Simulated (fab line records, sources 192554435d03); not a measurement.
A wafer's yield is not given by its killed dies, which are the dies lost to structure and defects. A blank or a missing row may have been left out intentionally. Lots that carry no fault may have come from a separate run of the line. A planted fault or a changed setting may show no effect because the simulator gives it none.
fab line records    flow n5Finfet
record: lots: 4  wafers: 12  lastDay: 16
route steps=1938 shown BEOL_M5@1178 BEOL_M6@1194 PASSIVATION@1936
lots untouched by any fault: they come from a run of this same line in which no faults occurred
startH: the number of hours between the record's first day and the start of the first shown wafer of the lot    waitH: time in hours since the lot's previous step    " same as the row above    L1.1+2: one row covering several wafers at once    - value missing, or start not given    * or withheld: withheld    < > ~ a bound
route shown NAME@n: names a module that has steps shown in the file, with the first one's number in the route    usual: the fault-free wafers' mean and standard deviation    same: alike in all rows    chamber/n: place in a boat    sites: each site's reading    _std_site: standard deviation across them    _edge_site: outer sites' mean less inner sites'    radiusMm: how far each site lies from the wafer's centre    mask NAME#n: copy n    behind: the tool/chamber that last shaped the wafer    hold: the reason the lot was held/the length of the hold in hours/how it ended    device: which transistor (n, p or np) failed to switch    end of line: the tests these same wafers got at the end of their route    a step with no rows: only its recipe    killed: count of dies lost to structure and defects at first sort (not the wafer's yield)    map: the dies of a wafer, with x for killed, . for not killed, _ for no die there
set.NAME: the run value of the setting; set.NAME@STEP: its run value at that earlier step    model.NAME: the simulator's own value behind a step, which no gauge read
certain route steps with their lots: each step a table, each wafer a row
services: when a tool's chamber went out of use (startH, in hours from the record's first day, below 0 if earlier), for how many hours, and the reason
== steps ==
step: N5_BEOL_M5_ANNEAL_82
recipe: tempC: 400  timeS: 1800  ambient: vacuum
step: N5_BEOL_M5_SPUTTER_83
recipe: material: Cu  targetThkA: 150  tempC: -20  chamberPressurePa: 0.07  powerW: withheld  timeS: 27.62
step: N5_BEOL_M5_ANNEAL_84
recipe: tempC: 400  timeS: 1800  ambient: vacuum
step: N5_BEOL_M5_SPUTTER_88
recipe: material: Cu  targetThkA: 150  tempC: -20  chamberPressurePa: 0.07  powerW: withheld  timeS: 27.62
step: N5_BEOL_M5_ANNEAL_89
recipe: tempC: 400  timeS: 1800  ambient: vacuum
step: N5_BEOL_M5_SPUTTER_90
recipe: material: Cu  targetThkA: 45  tempC: -20  chamberPressurePa: 0.07  powerW: withheld  timeS: 8.29
step: N5_BEOL_M5_ECD_50
recipe: material: Cu  targetThkA: 3000
step: N5_BEOL_M5_ANNEAL_51
recipe: tempC: 225  timeS: 90  ambient: N2
step: N5_BEOL_M5_CMP_52
recipe: stopOn: SiCOH_lowk  tOverpolishS: 6.9  downForcePsi: 1  platenRpm: 50  clearingPlatenDownForcePsi: 1.5  clearingPlatenRpm: 50  postCmpClean: cuAlkaline  targetThkNm: 62  clearingPlatenPadVelocityMS: 0.99484  padVelocityMS: 0.99484
step: N5_BEOL_M5_PRE_CLEAN_77
recipe: gas: NH3/H2  timeS: 15  tempC: *  rfPowerW: 300
step: N5_BEOL_M5_CO_CAP_78
recipe: material: Co  targetThkA: 20  tempC: 200  precursor: CCTBA/H2  pressureTorr: 30  timeS: 102.1
step: N5_BEOL_M5_PRE_CLEAN_55
recipe: gas: NH3  timeS: 15  tempC: withheld  rfPowerW: 300
lot.wafer   tool      chamber  startH  waitH
L452.1+3+4  pecvd-01  0,1,0    200.40  0.1
L466.2+4+5  pecvd-01  2        285.34  0.1
L467.2+4+6  pecvd-01  2        290.25  0.1
L470.1+2+3  pecvd-04  1,2,0    294.02  0.1
step: N5_BEOL_M5_DEP_56
recipe: material: SiCN  targetThkA: 80  tempC: withheld  precursor: 3MS/NH3  pressureTorr: 3  rfW: 202  timeS: 14
step: N5_BEOL_M5_INSPECT_58
recipe: inspectInstrument: darkfield  mode: postDep
usual: rawDefectCount: 61/18
lot.wafer  tool              chamber  startH  waitH  rawDefectCount
L452.1     defectInspect-01  -        200.52  0.0    78
L452.3     "                 -        "       "      90
L452.4     "                 -        "       "      53
L466.2     defectInspect-02  -        285.48  0.0    496
L466.4     "                 -        "       "      523
L466.5     "                 -        "       "      540
L467.2     defectInspect-02  -        290.48  0.0    536
L467.4     "                 -        "       "      510
L467.6     "                 -        "       "      477
L470.1     defectInspect-02  -        294.14  0.0    53
L470.2     "                 -        "       "      74
L470.3     "                 -        "       "      41
step: N5_BEOL_M6_ILD_DEP_00
recipe: material: SiCOH_lowk  targetThkA: 1797.5  tempC: 300  precursor: DEMS/porogen  pressureTorr: 5  rfW: 500  timeS: 33.4
step: N5_BEOL_M6_CURE_74
recipe: tempC: 385  timeS: 240  ambient: He/Ar  material: SiCOH_lowk
step: N5_BEOL_M6_PECVD_70
recipe: material: SiO2  targetThkA: 200  tempC: 400  precursor: TEOS/O2  pressureTorr: 5.5  rfW: 450  teosFlowSccm: 53.8  gas: O2  flowSccm: 3000  timeS: 22.7
step: N5_BEOL_M6_HM_DEP_02
recipe: material: TiN  targetThkA: 200  tempC: 25  chamberPressurePa: 0.49996
step: N5_BEOL_M6_COAT_59
recipe: resist: SOC  tempC: 250  timeS: 60  spinRpm: 1500  resistThkNm: 100
step: N5_BEOL_M6_COAT_60
recipe: resist: SiARC  tempC: 220  timeS: 60  spinRpm: 1500  resistThkNm: 35
step: N5_BEOL_M6_COAT_05
recipe: resist: CAR-ArF  spinRpm: 1500  resistThkNm: 90
step: N5_BEOL_M6_EBR_07
recipe: solvent: PGMEA  ebrWidthMm: 1.5
step: N5_BEOL_M6_SOFTBAKE_06
recipe: tempC: 110  timeS: 60  resist: CAR-ArF
step: N5_BEOL_M6_EXPOSE_08
recipe: maskId: M6  na: 1.35  sourceShape: dipole  sigmaInner: 0.817  sigmaOuter: 0.97  polarization: te  doseMj: 68.25
step: N5_BEOL_M6_PEB_09
recipe: pebTempC: withheld  pebTimeS: 60  resist: CAR-ArF
step: N5_BEOL_M6_DEVELOP_10
recipe: developTimeS: 30  developer: TMAH  resist: CAR-ArF  rinseLiquid: diw  dry: airSpin  devTempC: 23
step: N5_BEOL_M6_INSPECT_13
recipe: mode: adi  inspectInstrument: brightfield
usual: rawDefectCount: 373/93
lot.wafer  tool              chamber  startH  waitH  rawDefectCount
L452.1     defectInspect-01  -        202.57  0.0    383
L452.3     "                 -        "       "      445
L452.4     "                 -        "       "      394
L466.2     defectInspect-02  -        287.95  0.0    825
L466.4     "                 -        "       "      737
L466.5     "                 -        "       "      759
L467.2     defectInspect-01  -        293.80  0.0    806
L467.4     "                 -        "       "      956
L467.6     "                 -        "       "      811
L470.1     defectInspect-01  -        296.62  0.0    498
L470.2     "                 -        "       "      436
L470.3     "                 -        "       "      344
step: N5_BEOL_M6_DESCUM_16
recipe: chemistry: O2  timeS: 7.9  sourcePowerW: 50  biasPowerW: 20  pressureMtorr: 20  rfFrequencyHz: 2.712e+07  tempC: 40  resist: CAR-ArF  o2FlowSccm: 225
step: N5_BEOL_M6_ETCH_61
recipe: chemistry: CF4  target: SiARC  targetDepthA: 455  maskMaterial: CAR-ArF  timeS: 75.8  ionEnergyEv: 80  pressureMtorr: 40  sourceW: 545  biasW: 36  Ar_flow_sccm: 100  cf4FlowSccm: 100  ends: cleared
step: N5_BEOL_M6_ETCH_62
recipe: chemistry: N2/H2  target: SOC  targetDepthA: 1100  overetchA: 220  maskMaterial: SiARC  tempC: 40  timeS: 165  ionEnergyEv: 200  pressureMtorr: 30  sourceW: 840  biasW: 150  n2FlowSccm: 200  h2FlowSccm: 200
step: N5_BEOL_M6_STRIP_68
recipe: chemistry: N2/H2  tempC: 40  n2FlowSccm: 200  h2FlowSccm: 200  rfFrequencyHz: 6e+07
step: N5_BEOL_M6_STRIP_67
recipe: chemistry: CF4  resist: SiARC  powerW: 300  biasPowerW: 75  pressureMtorr: 50  cf4FlowSccm: 150  rfFrequencyHz: 6e+07
step: N5_BEOL_M6_HM_OPEN_17
recipe: chemistry: Cl2/BCl3  targetDepthA: 200  overetchA: 60  target: TiN  maskMaterial: SOC  ionEnergyEv: 150  pressureMtorr: 10  icpW: 1000  biasW: 126  Cl2_flow_sccm: 53.25  bcl3FlowSccm: 21.75  Ar_flow_sccm: 25
step: N5_BEOL_M6_STRIP_19
recipe: chemistry: O2  powerW: 400  tempC: 40  pressureMtorr: 30  rfFrequencyHz: 6e+07  biasPowerW: 0  overashFraction: 0.2  o2FlowSccm: 225
step: N5_BEOL_M6_COAT_63
recipe: resist: SOC  tempC: 250  timeS: 60  spinRpm: 1500  resistThkNm: 60
step: N5_BEOL_M6_COAT_64
recipe: resist: SiARC  tempC: 220  timeS: 60  spinRpm: 1500  resistThkNm: 12
step: N5_BEOL_M6_INSPECT_30
recipe: mode: adi  inspectInstrument: brightfield
usual: rawDefectCount: 372/94
lot.wafer  tool              chamber  startH  waitH  rawDefectCount
L452.1     defectInspect-02  -        204.78  0.1    378
L452.3     "                 -        "       "      432
L452.4     "                 -        "       "      369
L466.2     defectInspect-02  -        289.47  0.0    813
L466.4     "                 -        "       "      714
L466.5     "                 -        "       "      775
L467.2     defectInspect-02  -        294.85  0.0    811
L467.4     "                 -        "       "      923
L467.6     "                 -        "       "      802
L470.1     defectInspect-02  -        299.87  0.1    480
L470.2     "                 -        "       "      433
L470.3     "                 -        "       "      344
step: N5_PASSIVATION_PROBE_49
usual: defectLimitedYield: 91.2/1.5  killed_at_M0_to_M3: 33/9.6  killed_at_M4_up: 14/5.6  killedAtContacts: 14/5.5  killedAtFrontEnd: 40/13  killedAtOther: 4/3  killedDies: 104/17  killedOnRim: 14/4.3  killedOpen: 68/13  killedShort: 33/7.2  sort_bin_5_function: 5.2/0.95  sort_bin_6_memory: 3.3/0.62  sort_bin_8_speed: 0.00/0.012  sortNPass: 1076/17  sortYieldPct: 91.2/1.5
same: grossDies: 1180  killedAtBackSide: 0  sort_bin_4_leakage[%]: 0
lot.wafer  tool       chamber  startH  waitH  defectLimitedYield[%]  killed_at_M0_to_M3  killed_at_M4_up  killedAtContacts  killedAtFrontEnd  killedAtOther  killedDies  killedOnRim  killedOpen  killedShort  sort_bin_5_function[%]  sort_bin_6_memory[%]  sort_bin_8_speed[%]  sortNPass  sortYieldPct[%]
L452.1     prober-02  -        293.66  0.0    93.0                   41                  16               8                 15                3              83          11           59          21           4.5                     2.4                   0                    1097       93.0
L452.3     prober-02  -        293.76  0.1    89.6                   48                  19               12                42                2              123         13           84          34           7.0                     3.1                   0.08                 1057       89.6
L452.4     prober-02  -        293.81  0.2    89.7                   54                  17               20                28                2              121         21           92          29           5.6                     4.3                   0                    1059       89.7
L466.2     prober-02  -        386.46  0.1    86.6                   28                  62               4                 61                3              158         38           75          31           7.5                     3.8                   0                    1022       86.6
L466.4     prober-02  -        386.56  0.2    86.1                   36                  68               7                 48                5              164         27           74          35           8.7                     4.2                   0                    1016       86.1
L466.5     prober-02  -        386.61  0.2    88.5                   23                  71               10                26                6              136         31           47          29           6.7                     3.0                   0                    1044       88.5
L467.2     prober-01  -        387.25  0.1    84.0                   24                  78               20                64                3              189         41           80          40           10.3                    4.6                   0                    991        84.0
L467.4     prober-01  -        387.35  0.2    87.5                   36                  68               11                30                2              147         33           62          28           7.3                     3.4                   0                    1033       87.5
L467.6     prober-01  -        387.45  0.3    86.6                   34                  78               11                27                8              158         22           69          27           8.1                     3.1                   0                    1022       86.6
L470.1     prober-01  -        393.84  0.0    90.3                   48                  24               13                28                2              115         13           64          42           5.4                     3.6                   0                    1065       90.3
L470.2     prober-01  -        393.89  0.1    91.5                   43                  16               9                 32                0              100         15           71          29           4.9                     3.4                   0                    1080       91.5
L470.3     prober-01  -        393.94  0.1    91.0                   34                  25               15                31                1              106         9            63          42           5.1                     3.9                   0                    1074       91.0
killed by level:class
L452.1 BEOL_M2:geometricParticle:open=14 BEOL_M0_SAQP:geometricParticle:open=10 MOL_CONTACT_COAG:geometricParticle:open=8 BEOL_M3:geometricParticle:open=6 BEOL_M5:geometricParticle:open=6 BEOL_M0_SAQP:geometricParticle:short=5 STARTING-WAFER:geometricParticle:short=4 FIN_SAQP:geometricParticle:short=2
L452.3 BEOL_M2:geometricParticle:open=11 FIN_SAQP:geometricParticle:open=10 BEOL_M1:geometricParticle:open=10 BEOL_M5:geometricParticle:open=9 BEOL_M3:geometricParticle:open=9 BEOL_M0_SAQP:geometricParticle:open=8 MOL_CONTACT_COAG:geometricParticle:open=7 GATE_CUT:geometricParticle:short=5
L452.4 MOL_CONTACT_COAG:geometricParticle:open=17 BEOL_M2:geometricParticle:open=15 FIN_SAQP:geometricParticle:open=13 BEOL_M0_SAQP:geometricParticle:short=9 BEOL_M0_SAQP:geometricParticle:open=9 BEOL_M3:geometricParticle:open=8 STI_FIN_REVEAL:geometricParticle:open=6 BEOL_M1:geometricParticle:open=6
L466.2 BEOL_M5:unspecified=50 STI_FIN_REVEAL:geometricParticle:open=19 BEOL_M2:geometricParticle:open=12 FIN_SAQP:geometricParticle:open=9 GATE_CUT:geometricParticle:short=8 FIN_SAQP:geometricParticle:short=6 BEOL_M4:geometricParticle:open=5 DUMMY_GATE:geometricParticle:open=4
L466.4 BEOL_M5:unspecified=52 FIN_SAQP:geometricParticle:open=14 BEOL_M3:geometricParticle:open=10 BEOL_M4:geometricParticle:open=9 STI_FIN_REVEAL:geometricParticle:open=7 MOL_CONTACT_COAG:geometricParticle:open=7 BEOL_M2:geometricParticle:open=7 GATE_CUT:geometricParticle:short=5
L466.5 BEOL_M5:unspecified=57 MOL_CONTACT_COAG:geometricParticle:open=8 GATE_CUT:geometricParticle:short=7 BEOL_M3:geometricParticle:open=6 BEOL_M4:geometricParticle:open=6 FIN_SAQP:geometricParticle:short=5 BEOL_M0_SAQP:geometricParticle:open=4 STARTING-WAFER:geometricParticle:open=4
L467.2 BEOL_M5:unspecified=68 STI_FIN_REVEAL:geometricParticle:open=17 MOL_CONTACT_COAG:geometricParticle:open=16 BEOL_M3:geometricParticle:open=9 DUMMY_GATE:geometricParticle:open=9 FIN_SAQP:geometricParticle:short=7 FIN_SAQP:geometricParticle:open=6 GATE_CUT:geometricParticle:short=6
L467.4 BEOL_M5:unspecified=56 MOL_CONTACT_COAG:geometricParticle:open=8 BEOL_M3:geometricParticle:open=8 FIN_SAQP:geometricParticle:open=6 BEOL_M0_SAQP:geometricParticle:short=6 BEOL_M0_SAQP:geometricParticle:open=6 BEOL_M1:geometricParticle:open=5 BEOL_M5:geometricParticle:open=5
L467.6 BEOL_M5:unspecified=60 BEOL_M0_SAQP:geometricParticle:short=9 BEOL_M4:geometricParticle:open=8 MOL_CONTACT_COAG:geometricParticle:open=7 STI_FIN_REVEAL:geometricParticle:open=6 BEOL_M0_SAQP:geometricParticle:open=6 BEOL_M2:geometricParticle:open=5 BEOL_M3:geometricParticle:open=5
L470.1 MOL_CONTACT_COAG:geometricParticle:open=11 BEOL_M0_SAQP:geometricParticle:open=10 BEOL_M0_SAQP:geometricParticle:short=10 BEOL_M4:geometricParticle:open=9 BEOL_M1:geometricParticle:short=8 BEOL_M2:geometricParticle:open=7 BEOL_M5:geometricParticle:open=6 HKMG_FIN:areaEtch=5
L470.2 BEOL_M0_SAQP:geometricParticle:open=12 BEOL_M4:geometricParticle:open=11 BEOL_M2:geometricParticle:open=9 MOL_CONTACT_COAG:geometricParticle:open=8 BEOL_M0_SAQP:geometricParticle:short=7 BEOL_M3:geometricParticle:open=6 FIN_SAQP:geometricParticle:short=5 STI_FIN_REVEAL:geometricParticle:open=5
L470.3 BEOL_M0_SAQP:geometricParticle:short=15 BEOL_M4:geometricParticle:open=11 MOL_CONTACT_COAG:geometricParticle:open=10 FIN_SAQP:geometricParticle:open=9 BEOL_M0_SAQP:geometricParticle:open=9 MOL_CONTACT_COAG:geometricParticle:short=5 GATE_CUT:geometricParticle:short=4 FIN_SAQP:geometricParticle:short=3
map L466.4 (x killed, . not)
_________________............________________
______________......x..........._____________
___________..x.....................__________
__________.........................._________
________.........................xxx.._______
_______.........x.......x..............______
______......x........................x.._____
_____...........x...........x..x.........____
____....x.................................___
___..............x..xx.....x....x.....x....__
___x...........x......x..................x.__
__........x....x..........................x._
__.......x..x....xxx.....................x.._
_.....x.............x.........x...x..........
_............................................
_.........x......................x.x.........
_...x....xx..x.x................xx.x.........
_x...x..x.xx.x..........x..............x.....
_........xx......xx........x.....x...........
_....x...x...x.....x........x.x.............x
_..x.x................xx...x............x....
__..x..x...............x......x............._
__xxxx.xx....x.............................._
___xxxxxxx............x.x........xx........__
___xxxxxxx.xx...x...........x...x..........__
____xxxxxxx......x..x......x.x............___
_____xxxxxx......x.....x............xx...____
______xxxxxx...x.x......................_____
_______xxxxx.x....x.x.....x.x........x.______
________xxxxx..................x......_______
__________xx.xx..............x.x...._________
___________.......x.x..............__________
______________................x._____________
_________________...........x________________
map L467.2 (x killed, . not)
_________________..x.........________________
______________.x................_____________
___________..........x..........x..__________
__________............x.......x....._________
________.........x.....x......x...xxx._______
_______.....x.....x......xx.........x..______
______.x....x.....x..........x.........._____
_____x......x........................x...____
____............x....x.....x.xx.x.........___
___.x..........x..............x...x........__
___......x...xx.........x..x..x.........x..__
__.........x....x.x....x...................._
__..x................x...............x...x.x_
_....x...............x............x.......x..
_............x..x...........................x
_.x........x.......x..x......................
_x.............x...x.........................
_x...x....................xx.................
_..............................x..........x..
_........x.xxxx...x........xx................
_.x.x..x...x...x.......x........x....x.....x.
__xx.xx..x....xxx.....x.........x.........xx_
__xxxxxx.......x...x...........x.....x......_
___xxxxxx............x..x....x.............__
___xxxxxxxxx...............x...............__
____xxxxxxxxx.....................x.......___
_____xxxxxxx.....x.x...........x........x____
______xxxxxxx...x......x....x...x......._____
_______xxxxxxx............x..........x.______
________xxxxxx.x......x..............._______
__________xx.x.....x....x..........._________
___________xx..x...................__________
______________x.........x......._____________
_________________x....x......________________
== services ==
tool      chamber  startH  hours  kind
pecvd-01  0        221.01  1.7    repair
pecvd-01  -        224.83  0.8    repair
pecvd-04  -        227.99  28.1   pm
pecvd-01  2        230.32  2.1    scheduledDown
pecvd-01  -        243.92  14.6   pm
pecvd-04  -        272.95  0.7    repair
pecvd-01  1        289.14  3.5    repair
== key ==
firstSign: step: N5_BEOL_M5_INSPECT_58  reading: rawDefectCount  direction: up  sigmas: 25  usual: 61  struck: 514
effect: step: N5_BEOL_M6_INSPECT_13  reading: rawDefectCount  direction: up  sigmas: 4.8  usual: 373  struck: 816
effect: step: N5_BEOL_M6_INSPECT_30  reading: rawDefectCount  direction: up  sigmas: 4.6  usual: 372  struck: 806
effect: step: N5_PASSIVATION_PROBE_49  reading: killed_at_M4_up  direction: up  sigmas: 10  usual: 14  struck: 71
moreKillsBornAt: N5_BEOL_M5_PRE_CLEAN_55@pecvd-01: 343
metAt N5_BEOL_M5_PRE_CLEAN_55
struckWafers L466.2,L466.4,L466.5,L467.2,L467.4,L467.6
onsetBetween 200.40 285.34
fault: kind: chamberParticleSource  tool: pecvd-01  chamber: -  onsetH: 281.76  steps: N5_BEOL_M5_PRE_CLEAN_55  ratePerVisitCm2: 0.6984  endH: 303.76
